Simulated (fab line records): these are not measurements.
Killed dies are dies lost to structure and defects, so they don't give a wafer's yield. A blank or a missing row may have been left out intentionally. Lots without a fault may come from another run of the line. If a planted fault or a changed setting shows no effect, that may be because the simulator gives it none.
fab line records	flow n5_finfet
record: lots: 11	wafers: 32	last_day: 19
route steps=1938 shown BEOL_M15@1813 PASSIVATION@1936
lots that met no fault: from a run of the same line without faults
start_h: start of the lot's first displayed wafer, in hours after the record's first day	wait_h: hours elapsed since this lot's preceding step	" unchanged from the row above	L1.1+2: a row that stands for several wafers	- either no value or no given start	* or withheld: withheld	< > ~ a bound
route shown NAME@n: names a module that has steps shown in the file, with the first one's number in the route	usual: mean/standard deviation of fault-free wafers	same: alike in all rows	chamber/n: place in a boat	sites: readings site by site	_std_site: the standard deviation of these	_edge_site: inner sites' mean taken away from outer sites' mean	radius_mm: how far each site lies from the wafer's centre	mask NAME#n: copy n	behind: tool/chamber where the wafer was last shaped	hold: reason for holding the lot/hours on hold/outcome of the hold	device: which transistor (n, p or np) failed to switch	end of line: at the end of the route, the tests of the same wafers	step lacking rows: just its recipe	killed: count of dies lost to structure and defects at first sort (not the wafer's yield)	map: dies across one wafer; x = killed, . = not, _ = none there
set.NAME: the run value of the setting; set.NAME@STEP: its run value at that earlier step	model.NAME: the simulator's own value behind a step, which no gauge read
route steps across a sampled set of lots; one table per step, one row per wafer
services: a tool's chamber out of use, with start hour (start_h, from the record's first day; less than 0 if before it), hours out, and reason
== steps ==
step: N5_BEOL_M15_STRIP_37
recipe: chemistry: O2	power_w: 600	temp_c: 60	pressure_mtorr: 30	rf_frequency_hz: 6e+07	bias_power_w: 0	overash_fraction: 0.3	o2_flow_sccm: 225
usual: drypump_motor_current_A: 5.6/0.47	oes_product_au: 0.83/0.098	rf_vpp_V: 3.6/0.7	showerhead_plenum_p_Torr: 2.12/0.08	throttle_valve_pct: 16.63/0.28
lot.wafer	tool	chamber	start_h	wait_h	drypump_motor_current_A	oes_product_au	rf_hours_counter_h	rf_vpp_V	showerhead_plenum_p_Torr	throttle_valve_pct
L973.2	rie_diel-05	0	-	-	6.4	0.69	218	2.7	2.16	17.04
L973.4	"	2	"	"	5.8	0.87	45	4.0	2.02	16.28
L973.5	"	0	"	"	6.5	0.68	-	2.9	2.16	17.03
L974.1	rie_diel-04	2	-	-	4.9	0.78	115	2.6	2.14	16.78
L974.3	"	1	"	"	6.2	1.03	0	2.9	2.26	16.62
L974.5	"	3	"	"	5.0	0.85	-	3.6	2.09	16.06
L975.1	rie_diel-04	1	-	-	6.2	1.00	4	4.8	2.26	16.65
L975.2	"	0	"	"	5.2	0.87	37	3.5	2.25	16.35
L975.6	"	2	"	"	4.9	0.77	-	2.8	2.14	16.79
L977.1	rie_diel-04	2	-	-	4.9	0.78	120	2.6	2.13	16.78
L977.2	"	3	"	"	5.0	0.84	61	2.4	2.09	16.08
L977.6	"	0	"	"	5.3	0.88	-	2.4	2.25	16.34
L979.1	rie_diel-05	2	-	-	5.8	0.86	57	1.8	2.02	16.30
L979.2	"	0	"	"	6.5	0.68	230	3.6	2.15	17.05
L979.6	"	1	"	"	5.5	0.67	-	2.7	2.04	16.74
L984.1	rie_diel-05	2	-	-	5.8	0.84	64	4.4	2.02	16.30
L984.2	"	0	"	"	6.4	0.67	237	3.9	2.15	17.07
L984.6	"	0	"	"	6.5	0.68	-	2.5	2.15	17.06
L991.1	rie_diel-05	2	-	-	5.8	0.81	76	4.3	2.01	16.35
L991.4	"	0	"	"	6.5	0.66	249	3.6	2.15	17.08
L991.5	"	0	"	"	6.5	0.67	-	3.3	2.15	17.09
L992.1	rie_diel-04	1	-	-	6.2	0.90	35	4.7	2.25	16.73
L992.4	"	0	"	"	5.2	0.83	68	3.5	2.24	16.42
L992.5	"	0	"	"	5.3	0.84	-	3.8	2.24	16.38
L994.1	rie_diel-04	1	-	-	6.2	0.90	39	3.5	2.25	16.72
L994.3	"	2	"	"	4.9	0.76	153	4.1	2.12	16.84
L994.4	"	3	"	"	5.0	0.80	95	4.3	2.08	16.14
L996.1	rie_diel-04	2	-	-	4.9	0.75	155	2.8	2.12	16.83
L996.2	"	1	"	"	6.2	0.90	41	3.1	2.25	16.72
L996.5	"	3	"	"	5.0	0.79	-	2.5	2.08	16.14
L995.4	rie_diel-02	2	-	-	5.7	0.84	-	4.0	2.07	16.86
L995.5	"	3	"	"	5.4	0.79	-	3.5	2.21	16.64
step: N5_BEOL_M15_PRE_CLEAN_42
recipe: gas: H2/He	time_s: 30	temp_c: 300
usual: heater_power_w: 473/62
same: time_s: 30
lot.wafer	tool	chamber	start_h	wait_h	heater_power_w
L973.2	pvd_sputter-01	-	267.57	0.0	426
L973.4	"	-	"	"	477
L973.5	"	-	"	"	416
L974.1	pvd_sputter-03	-	272.27	0.0	509
L974.3	"	-	"	"	435
L974.5	"	-	"	"	499
L975.1	pvd_sputter-03	-	283.13	0.0	449
L975.2	"	-	"	"	420
L975.6	"	-	"	"	499
L977.1	pvd_sputter-02	-	285.33	0.0	443
L977.2	"	-	"	"	391
L977.6	"	-	"	"	560
L979.1	pvd_sputter-01	-	306.06	0.0	427
L979.2	"	-	"	"	635
L979.6	"	-	"	"	477
L984.1	pvd_sputter-01	-	327.22	0.0	639
L984.2	"	-	"	"	491
L984.6	"	-	"	"	628
L991.1	pvd_sputter-03	-	364.22	0.0	518
L991.4	"	-	"	"	458
L991.5	"	-	"	"	426
L992.1	pvd_sputter-03	-	380.47	0.0	441
L992.4	"	-	"	"	507
L992.5	"	-	"	"	421
L994.1	pvd_sputter-02	-	396.47	0.0	391
L994.3	"	-	"	"	489
L994.4	"	-	"	"	554
L996.1	pvd_sputter-01	-	404.87	0.0	484
L996.2	"	-	"	"	625
L996.5	"	-	"	"	474
L995.4	pvd_sputter-02	-	430.02	0.0	431
L995.5	"	-	"	"	405
step: N5_BEOL_M15_SPUTTER_44
recipe: material: Ta	target_thk_a: 150	temp_c: 50	bias_v: 80	power_w: 15000	chamber_pressure_pa: 0.07	time_s: 24.19
usual: bias_v: 80.1/0.83	cathode_dc_power_W: 15000/2.6	throttle_valve_pct: 30.3/0.85
lot.wafer	tool	chamber	start_h	wait_h	bias_v	cathode_dc_power_W	throttle_valve_pct
L973.2	pvd_sputter-01	-	267.69	0.0	80.4	15001	28.5
L973.4	"	-	"	"	79.5	14994	29.7
L973.5	"	-	"	"	80.1	14999	28.5
L974.1	pvd_sputter-03	-	272.39	0.0	78.1	14998	30.6
L974.3	"	-	"	"	80.4	15003	31.7
L974.5	"	-	"	"	79.3	15001	30.7
L975.1	pvd_sputter-03	-	283.25	0.0	81.5	15002	31.4
L975.2	"	-	"	"	79.5	15000	31.1
L975.6	"	-	"	"	80.5	14999	30.8
L977.1	pvd_sputter-02	-	285.45	0.0	79.5	15000	29.5
L977.2	"	-	"	"	78.8	14995	29.9
L977.6	"	-	"	"	80.6	14998	30.7
L979.1	pvd_sputter-01	-	306.18	0.0	79.8	14997	28.4
L979.2	"	-	"	"	79.8	15000	30.4
L979.6	"	-	"	"	80.1	14996	29.4
L984.1	pvd_sputter-01	-	327.34	0.0	80.3	15000	30.3
L984.2	"	-	"	"	80.4	15002	29.7
L984.6	"	-	"	"	79.7	15004	30.5
L991.1	pvd_sputter-03	-	364.34	0.0	80.5	15003	30.7
L991.4	"	-	"	"	79.1	15002	31.3
L991.5	"	-	"	"	79.6	14996	30.7
L992.1	pvd_sputter-03	-	380.59	0.0	80.5	15006	32.0
L992.4	"	-	"	"	80.5	14999	30.8
L992.5	"	-	"	"	80.3	15001	31.2
L994.1	pvd_sputter-02	-	396.59	0.0	78.9	15003	29.6
L994.3	"	-	"	"	80.0	15000	29.9
L994.4	"	-	"	"	78.7	14998	31.0
L996.1	pvd_sputter-01	-	404.99	0.0	79.1	15002	30.4
L996.2	"	-	"	"	80.9	14999	30.3
L996.5	"	-	"	"	80.8	15001	29.7
L995.4	pvd_sputter-02	-	430.14	0.0	79.2	14999	29.7
L995.5	"	-	"	"	80.2	14999	29.7
step: N5_BEOL_M15_CMP_49
recipe: stop_on: SiO2	t_overpolish_s: 4.9	down_force_psi: 2	platen_rpm: 80	clearing_platen_down_force_psi: 2	clearing_platen_rpm: 80	post_cmp_clean: cu_alkaline	target_thk_nm: 850	clearing_platen_pad_velocity_m_s: 1.5917	pad_velocity_m_s: 1.5917
usual: barrier_field_endpoint_s: 11.34/0.25	head_pressure_psi: 2.000/0.004	motor_current_A: 8.1/0.58
lot.wafer	tool	chamber	start_h	wait_h	barrier_field_endpoint_s	head_pressure_psi	motor_current_A
L973.4	cmp-04	1	268.50	0.2	11.68	2.004	7.8
L973.2	"	2	"	"	11.39	2.004	7.6
L973.5	"	0	"	"	11.61	2.002	7.7
L974.3	cmp-01	2	273.13	0.2	11.94	2.000	8.3
L974.1	"	3	"	"	11.65	2.000	8.3
L974.5	"	2	"	"	11.42	2.000	8.4
L975.2	cmp-04	0	284.37	0.2	11.67	1.998	7.5
L975.1	"	1	"	"	11.32	1.998	7.8
L975.6	"	0	"	"	11.37	2.003	7.5
L977.1	cmp-03	3	286.27	0.3	11.28	1.997	7.1
L977.2	"	0	"	"	11.22	2.012	6.7
L977.6	"	2	"	"	11.48	1.994	8.5
L979.2	cmp-04	2	306.99	0.3	10.01	1.993	7.8
L979.1	"	3	"	"	10.71	2.004	9.1
L979.6	"	0	"	"	11.29	2.002	7.9
L984.2	cmp-01	2	328.25	0.2	10.32	1.998	8.6
L984.1	"	3	"	"	11.35	1.996	8.3
L984.6	"	2	"	"	11.43	1.994	8.0
L991.1	cmp-01	0	365.15	0.3	11.09	2.000	8.3
L991.4	"	1	"	"	11.15	1.992	8.8
L991.5	"	2	"	"	10.90	1.999	8.2
L992.4	cmp-04	3	381.36	0.2	11.50	2.002	9.0
L992.1	"	1	"	"	11.62	2.004	8.0
L992.5	"	3	"	"	11.50	2.003	8.5
L994.4	cmp-01	1	397.34	0.1	11.11	2.003	8.5
L994.3	"	2	"	"	11.15	1.994	8.4
L994.1	"	0	"	"	11.18	2.008	8.1
L996.2	cmp-03	3	405.72	0.2	11.37	1.995	7.3
L996.1	"	2	"	"	11.43	1.996	8.3
L996.5	"	3	"	"	11.53	2.000	7.0
L995.4	cmp-01	1	431.16	0.2	11.83	1.999	8.8
L995.5	"	3	"	"	11.20	1.999	8.4
step: N5_BEOL_M15_THK_MEAS_50
recipe: thk_meas_gauge: xrf	reads: Cu_of_BEOL_M15_ECD_47
usual: M15_THK: 848/18
lot.wafer	tool	chamber	start_h	wait_h	M15_THK[nm]
L973.2	film_metro-01	-	268.72	-	879
L973.4	"	-	"	"	852
L973.5	"	-	"	"	864
L974.1	film_metro-02	-	273.42	-	870
L974.3	"	-	"	"	843
L974.5	"	-	"	"	853
L975.1	film_metro-02	-	284.63	-	826
L975.2	"	-	"	"	821
L975.6	"	-	"	"	819
L977.1	film_metro-02	-	286.48	-	869
L977.2	"	-	"	"	827
L977.6	"	-	"	"	831
L979.1	film_metro-02	-	307.21	-	847
L979.2	"	-	"	"	831
L979.6	"	-	"	"	824
L984.1	film_metro-01	-	328.55	-	827
L984.2	"	-	"	"	852
L984.6	"	-	"	"	854
L991.1	film_metro-02	-	365.37	-	860
L991.4	"	-	"	"	850
L991.5	"	-	"	"	864
L992.1	film_metro-01	-	381.62	-	854
L992.4	"	-	"	"	868
L992.5	"	-	"	"	848
L994.1	film_metro-02	-	397.63	-	841
L994.3	"	-	"	"	855
L994.4	"	-	"	"	856
L996.1	film_metro-02	-	406.02	-	848
L996.2	"	-	"	"	895
L996.5	"	-	"	"	891
L995.4	film_metro-02	-	431.34	-	812
L995.5	"	-	"	"	859
step: N5_PASSIVATION_PROBE_49
usual: defect_limited_yield: 91.5/1.7	killed_at_M0_to_M3: 33/11	killed_at_M4_up: 13/5.2	killed_at_contacts: 11/5.7	killed_at_front_end: 39/11	killed_at_other: 4/3	killed_dies: 101/20	killed_open: 66/15	killed_short: 33/8.4	sort_bin_4_leakage: 0.01/0.073	sort_bin_5_function: 5.0/1.1	sort_bin_6_memory: 3.2/0.69	sort_bin_8_speed: 0.1/0.52	sort_n_pass: 1078/20	sort_yield_pct: 91.4/1.7
same: gross_dies: 1180	killed_at_back_side: 0
lot.wafer	tool	chamber	start_h	wait_h	defect_limited_yield[%]	killed_at_M0_to_M3	killed_at_M4_up	killed_at_contacts	killed_at_front_end	killed_at_other	killed_dies	killed_open	killed_short	sort_bin_4_leakage[%]	sort_bin_5_function[%]	sort_bin_6_memory[%]	sort_bin_8_speed[%]	sort_n_pass	sort_yield_pct[%]
L979.1	prober-02	-	321.23	0.1	94.2	25	9	4	23	7	68	38	29	0	3.6	1.6	0	1112	94.2
L979.2	prober-02	-	321.28	0.2	91.8	28	9	19	40	1	97	55	40	0.17	4.2	3.6	0	1081	91.6
L979.6	prober-02	-	321.48	0.4	94.8	10	11	6	31	3	61	35	25	0	2.9	2.1	0	1119	94.8
L991.1	prober-01	-	378.54	0.0	93.5	21	6	5	39	6	77	36	33	0	3.7	1.9	0	1103	93.5
L991.4	prober-01	-	378.69	0.2	90.2	52	19	9	28	8	116	63	51	0	5.8	3.5	0	1064	90.2
L991.5	prober-01	-	378.74	0.2	93.3	24	12	4	34	5	79	65	13	0	3.6	2.9	0	1101	93.3
L994.1	prober-02	-	410.60	0.0	90.2	24	13	9	55	15	116	71	41	0	6.1	3.2	0	1064	90.2
L994.3	prober-02	-	410.70	0.1	90.9	36	12	19	38	2	107	68	37	0.85	5.3	3.6	0	1063	90.1
L994.4	prober-02	-	410.75	0.2	88.8	47	13	18	49	5	132	90	36	0	7.4	3.3	0	1048	88.8
killed by level:class
L979.1 BEOL_M0_SAQP:geometric_particle:open=11 GATE_CUT:geometric_particle:short=8 BEOL_M0_SAQP:geometric_particle:short=8 FIN_SAQP:geometric_particle:open=3 FIN_SAQP:geometric_particle:short=3 BEOL_M8:geometric_particle:open=3 MOL_CONTACT_COAG:geometric_particle:open=3 PASS1_DEP:geometric_particle:open=3
L979.2 MOL_CONTACT_COAG:geometric_particle:open=15 FIN_SAQP:geometric_particle:short=10 BEOL_M0_SAQP:geometric_particle:open=8 BEOL_M0_SAQP:geometric_particle:short=7 DUMMY_GATE:geometric_particle:open=6 FIN_SAQP:geometric_particle:open=5 BEOL_M3:geometric_particle:short=5 MOL_CONTACT_COAG:geometric_particle:short=4
L979.6 FIN_SAQP:geometric_particle:open=11 GATE_CUT:geometric_particle:short=8 MOL_CONTACT_COAG:geometric_particle:open=4 BEOL_M4:geometric_particle:open=3 STARTING-WAFER:geometric_particle:short=3 FIN_SAQP:geometric_particle:short=2 STI_FIN_REVEAL:geometric_particle:open=2 MOL_CONTACT_COAG:geometric_particle:short=2
L991.1 HKMG_FIN:area_etch=8 FIN_SAQP:geometric_particle:short=7 BEOL_M0_SAQP:geometric_particle:short=7 STI_FIN_REVEAL:geometric_particle:open=6 MOL_CONTACT_COAG:geometric_particle:open=5 BEOL_M0_SAQP:geometric_particle:open=5 STI_FIN_REVEAL:geometric_particle:short=3 DUMMY_GATE:geometric_particle:open=3
L991.4 BEOL_M0_SAQP:geometric_particle:short=18 BEOL_M4:geometric_particle:open=11 BEOL_M0_SAQP:geometric_particle:open=10 STI_FIN_REVEAL:geometric_particle:open=9 STARTING-WAFER:geometric_particle:short=7 MOL_CONTACT_COAG:geometric_particle:open=6 BEOL_M1:geometric_particle:open=6 BEOL_M2:geometric_particle:open=5
L991.5 BEOL_M0_SAQP:geometric_particle:open=10 STI_FIN_REVEAL:geometric_particle:open=8 FIN_SAQP:geometric_particle:open=7 BEOL_M4:geometric_particle:open=7 BEOL_M3:geometric_particle:open=6 FIN_SAQP:geometric_particle:short=5 MOL_CONTACT_COAG:geometric_particle:open=4 STARTING-WAFER:geometric_particle:open=4
L994.1 STI_FIN_REVEAL:geometric_particle:open=22 FIN_SAQP:geometric_particle:short=7 MOL_CONTACT_COAG:geometric_particle:open=7 BEOL_M4:geometric_particle:open=7 DUMMY_GATE:geometric_particle:open=6 BEOL_M0_SAQP:geometric_particle:short=6 STI_FIN_REVEAL:geometric_particle:short=5 PAD_METAL:geometric_particle:open=4
L994.3 MOL_CONTACT_COAG:geometric_particle:open=16 BEOL_M1:geometric_particle:open=10 BEOL_M0_SAQP:geometric_particle:short=9 STI_FIN_REVEAL:geometric_particle:open=7 FIN_SAQP:geometric_particle:open=6 FIN_SAQP:geometric_particle:short=5 DUMMY_GATE:geometric_particle:open=5 BEOL_M2:geometric_particle:open=4
L994.4 MOL_CONTACT_COAG:geometric_particle:open=17 STI_FIN_REVEAL:geometric_particle:open=15 BEOL_M3:geometric_particle:open=13 BEOL_M2:geometric_particle:open=10 BEOL_M1:geometric_particle:open=6 STI_FIN_REVEAL:geometric_particle:short=5 BEOL_M0_SAQP:geometric_particle:short=5 BEOL_M1:geometric_particle:short=5
== services ==
tool	chamber	start_h	hours	kind
rie_diel-04	1	253.38	-	clean
rie_diel-04	1	253.38	-	consumable_replace:focus_ring
rie_diel-04	1	253.38	-	consumable_replace:showerhead
cmp-03	-	261.62	0.7	repair
rie_diel-02	2	266.68	5.1	repair
cmp-03	-	272.80	6.5	pm
cmp-04	-	276.78	0.6	repair
cmp-03	-	286.88	18.2	pm
cmp-01	-	294.23	3.9	repair
cmp-04	-	296.31	1.8	repair
cmp-01	-	298.98	4.0	pm
cmp-01	-	313.44	1.2	repair
rie_diel-05	-	319.34	2.8	pm
rie_diel-04	0	324.21	1.2	repair
rie_diel-02	-	330.92	3.4	repair
cmp-04	-	341.81	5.5	pm
pvd_sputter-01	-	354.49	2.5	repair
cmp-01	-	367.52	13.8	pm
cmp-01	-	381.38	2.1	repair
cmp-04	-	383.28	0.5	repair
cmp-01	-	389.41	6.3	repair
cmp-04	-	404.16	0.8	repair
rie_diel-05	2	405.28	21.1	repair
rie_diel-02	-	417.06	2.8	pm
== key ==
first_sign: step: N5_BEOL_M15_CMP_49	reading: barrier_field_endpoint_s	direction: down	sigmas: 4.7	usual: 11.34	struck: 10.16
effect none on later readings
met_at N5_BEOL_M15_SPUTTER_44
struck_lots L979,L984
struck_wafers L979.2,L984.2
not_acting_at N5_BEOL_M15_STRIP_37,N5_BEOL_M15_PRE_CLEAN_42,N5_BEOL_M15_THK_MEAS_50
onset_between 267.69 306.18
fault: kind: process_parameter_drift	tool: pvd_sputter-01	chamber: -	onset_h: 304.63	steps: N5_BEOL_M15_SPUTTER_44	channel: time_s	offset: *	shape: step	end_h: 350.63	scope: struck_wafers_only	acts_in: *	stated: *
